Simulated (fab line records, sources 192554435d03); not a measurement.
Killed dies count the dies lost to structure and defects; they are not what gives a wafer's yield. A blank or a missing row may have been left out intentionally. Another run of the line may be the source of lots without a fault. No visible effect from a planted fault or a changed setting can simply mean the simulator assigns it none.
Matching of chambers + flow n5_finfet + N5_BEOL_M2_ETCH_69 on rie_diel-05 has 4 sister chambers
The step etches SiARC in CF4, target depth 15.6 nm, time 26 s. 7 wafers are shown with their chamber, then 8 later ones without.

WAFERS, EACH WITH ITS CHAMBER
| wafer  | chamber | showerhead_plenum_p_Torr (Torr) | throttle_valve_pct (%) |
|--------|---------|---------------------------------|------------------------|
| L077.4 | 0       | 2.19                            | 15.52                  |
| L077.5 | 1       | 2.11                            | 15.40                  |
| L077.6 | 2       | 2.22                            | 15.78                  |
| L084.1 | 0       | 2.19                            | 15.57                  |
| L084.3 | 2       | 2.22                            | 15.83                  |
| L084.4 | 3       | 2.11                            | 15.25                  |
| L085.1 | 1       | 2.10                            | 15.42                  |

WAFERS WITH NO CHAMBER GIVEN
| wafer  | showerhead_plenum_p_Torr (Torr) | throttle_valve_pct (%) |
|--------|---------------------------------|------------------------|
| L085.4 | 2.11                            | 15.24                  |
| L085.6 | 2.21                            | 15.82                  |
| L092.1 | 2.10                            | 15.45                  |
| L092.2 | 2.11                            | 15.27                  |
| L092.4 | 2.18                            | 15.58                  |
| L096.2 | 2.10                            | 15.46                  |
| L096.5 | 2.21                            | 15.85                  |
| L096.6 | 2.10                            | 15.28                  |

WHICH CHAMBER EACH WENT THROUGH
| wafer  | from the rows above     | in truth |
|--------|-------------------------|----------|
| L085.4 | 3                       | 3        |
| L085.6 | 2                       | 2        |
| L092.1 | 1                       | 1        |
| L092.2 | 3                       | 3        |
| L092.4 | 0                       | 0        |
| L096.2 | 1                       | 1        |
| L096.5 | 2                       | 2        |
| L096.6 | can't be placed: 3 or 1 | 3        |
7 of 8 placed correctly. Not placeable from these rows: 1 (in 1, the candidates include the true chamber). Placed wrongly: 0.
How it was worked out, from the rows above alone: a wafer's distance from a chamber is the root of the sum, over the readings, of the square of ((its reading less the chamber's mean) divided by the reading's scatter). The wafer belongs to the nearest chamber; if the next one is less than 2 further off, it can't be placed. The mean given for a chamber averages the wafers shown for that chamber. The scatter: the root of (the sum of the squares of (reading less its chamber's mean) over the shown wafers, divided by (wafers less chambers)).
